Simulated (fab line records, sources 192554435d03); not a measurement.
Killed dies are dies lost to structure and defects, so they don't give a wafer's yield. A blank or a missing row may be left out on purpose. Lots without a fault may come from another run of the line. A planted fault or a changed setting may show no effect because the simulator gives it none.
Split-lot experiment | flow n5_finfet | 7 lots, 39 wafers read, on a route of 1938 steps

THE SPLIT
At N5_FIN_CUT_CUT_ETCH_26 (etches SiNx in CH3F/O2, target depth 39 nm, time 55.7 s), the setting time_s was moved away from the recipe's 55.7 s on 12 of the 39 wafers read, by -22.5% to +6.5%. The other wafers ran this setting at the recipe's value.

The reading is taken at the split's own step.

THE READING
SOC_of_FIN_CUT_COAT_18.thk_nm (the simulator's own value, which no gauge read), in nm, at N5_FIN_CUT_CUT_ETCH_26 (etches SiNx in CH3F/O2, target depth 39 nm, time 55.7 s). The file gives no usual value for it. The 27 wafers here that ran the recipe average 211.9 nm, standard deviation 0.72 nm.

wafer  | tool, chamber at the split | time_s as run, s | against the recipe | SOC_of_FIN_CUT_COAT_18.thk_nm, nm | against lot-mates on the recipe
L074.1 | rie_diel-01, 2             | 55.7             | recipe             | 212.4                             | -
L074.2 | rie_diel-01, 1             | 55.7             | recipe             | 212                               | -
L074.3 | rie_diel-01, 3             | 55.7             | recipe             | 212.4                             | -
L074.4 | rie_diel-01, 0             | 55.7             | recipe             | 211                               | -
L074.5 | rie_diel-01, 2             | 55.7             | recipe             | 212.4                             | -
L074.6 | rie_diel-01, 3             | 55.7             | recipe             | 212.2                             | -
L075.1 | rie_diel-01, 1             | 43.18            | -22.5%             | 216.4                             | +3.3
L075.2 | rie_diel-01, 3             | 43.18            | -22.5%             | 216.4                             | +3.3
L075.3 | rie_diel-01, 2             | 55.7             | recipe             | 213.8                             | -
L075.4 | rie_diel-01, 0             | 55.7             | recipe             | 212.8                             | -
L075.5 | rie_diel-01, 2             | 55.7             | recipe             | 212.8                             | -
L075.6 | rie_diel-01, 1             | 43.18            | -22.5%             | 216.2                             | +3.1
L079.1 | rie_diel-01, 2             | 55.7             | recipe             | 211.8                             | -
L079.2 | rie_diel-01, 3             | 49.09            | -11.9%             | 213.4                             | +1.9
L079.3 | rie_diel-01, 1             | 49.09            | -11.9%             | 213.8                             | +2.3
L079.4 | rie_diel-01, 0             | 49.09            | -11.9%             | 213.8                             | +2.3
L079.5 | rie_diel-01, 1             | 55.7             | recipe             | 211.2                             | -
L079.6 | rie_diel-01, 2             | 55.7             | recipe             | 211.6                             | -
L083.1 | rie_diel-02, 2             | 55.7             | recipe             | 211.2                             | -
L083.3 | rie_diel-02, 0             | 55.7             | recipe             | 211.6                             | -
L083.5 | rie_diel-02, 0             | 55.7             | recipe             | 211.4                             | -
L087.1 | rie_diel-02, 0             | 59.33            | +6.5%              | 210.8                             | -1.2
L087.2 | rie_diel-02, 1             | 55.7             | recipe             | 211.8                             | -
L087.3 | rie_diel-02, 2             | 55.7             | recipe             | 212.4                             | -
L087.4 | rie_diel-02, 3             | 59.33            | +6.5%              | 210.8                             | -1.2
L087.5 | rie_diel-02, 2             | 55.7             | recipe             | 211.8                             | -
L087.6 | rie_diel-02, 1             | 59.33            | +6.5%              | 209.6                             | -2.4
L088.1 | rie_diel-02, 0             | 55.7             | recipe             | 212.6                             | -
L088.2 | rie_diel-02, 1             | 47.55            | -14.6%             | 213.8                             | +1.3
L088.3 | rie_diel-02, 3             | 47.55            | -14.6%             | 214.4                             | +1.9
L088.4 | rie_diel-02, 2             | 47.55            | -14.6%             | 214.8                             | +2.3
L088.5 | rie_diel-02, 3             | 55.7             | recipe             | 212.2                             | -
L088.6 | rie_diel-02, 0             | 55.7             | recipe             | 212.8                             | -
L097.1 | rie_diel-02, 0             | 55.7             | recipe             | 211.8                             | -
L097.2 | rie_diel-02, 2             | 55.7             | recipe             | 211                               | -
L097.3 | rie_diel-02, 3             | 55.7             | recipe             | 210.8                             | -
L097.4 | rie_diel-02, 1             | 55.7             | recipe             | 211                               | -
L097.6 | rie_diel-02, 1             | 55.7             | recipe             | 211                               | -
L097.5 | rie_diel-02, 0             | 55.7             | recipe             | 211.2                             | -

THE FIT
A straight line over all 39 wafers: SOC_of_FIN_CUT_COAT_18.thk_nm changes by -0.187 nm for each +1% of time_s; r = -0.91; the points scatter about the line by 0.67 nm.
The same after taking each lot's own level away (the mean of its wafers on the recipe; 39 wafers): -0.152 nm for each +1%; r = -0.94; scatter 0.43 nm.
On that fit, the largest move of time_s shifts the reading by 3.4 nm.
The lots' own levels span 211.13 to 213.13 nm, that is 2.8 times the standard deviation above.
So the lot-to-lot level changes the slope: the two fits differ.
Check: with one of the wafers moved furthest among these (-22.5%) left out of the fit, the line predicts +3.36 nm for it against its lot-mates. It came out at +3.27 nm against them.

OTHER SPLITS ON THESE WAFERS
These wafers also went through other splits before the reading. Each is held against what the fit with the lots' levels taken away leaves over:
other split on the same wafers | wafers away from the commonest value | r with SOC_of_FIN_CUT_COAT_18.thk_nm (lot level and that fit taken away)
N5_FIN_SAQP_ALD_61 ald_cycles  | 12                                   | +0.06

THE WHOLE CHAIN: every reading that the file lists as answering this split, in the file's order
step                   | what it does                                            | reading                                                                        | change (the file's fit)               | r (the file's)
N5_FIN_CUT_CUT_ETCH_26 | etches SiNx in CH3F/O2, target depth 39 nm, time 55.7 s | etch.depth_nm (the simulator's own value, which no gauge read)                 | +0.368 nm for each +1% of the setting | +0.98
N5_FIN_CUT_CUT_ETCH_26 | etches SiNx in CH3F/O2, target depth 39 nm, time 55.7 s | SOC_of_FIN_CUT_COAT_18.thk_nm (the simulator's own value, which no gauge read) | -0.148 nm for each +1% of the setting | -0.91

THE FILE'S OWN FIT
SOC_of_FIN_CUT_COAT_18.thk_nm changes by -0.148 nm for each +1% of time_s, r = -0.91.
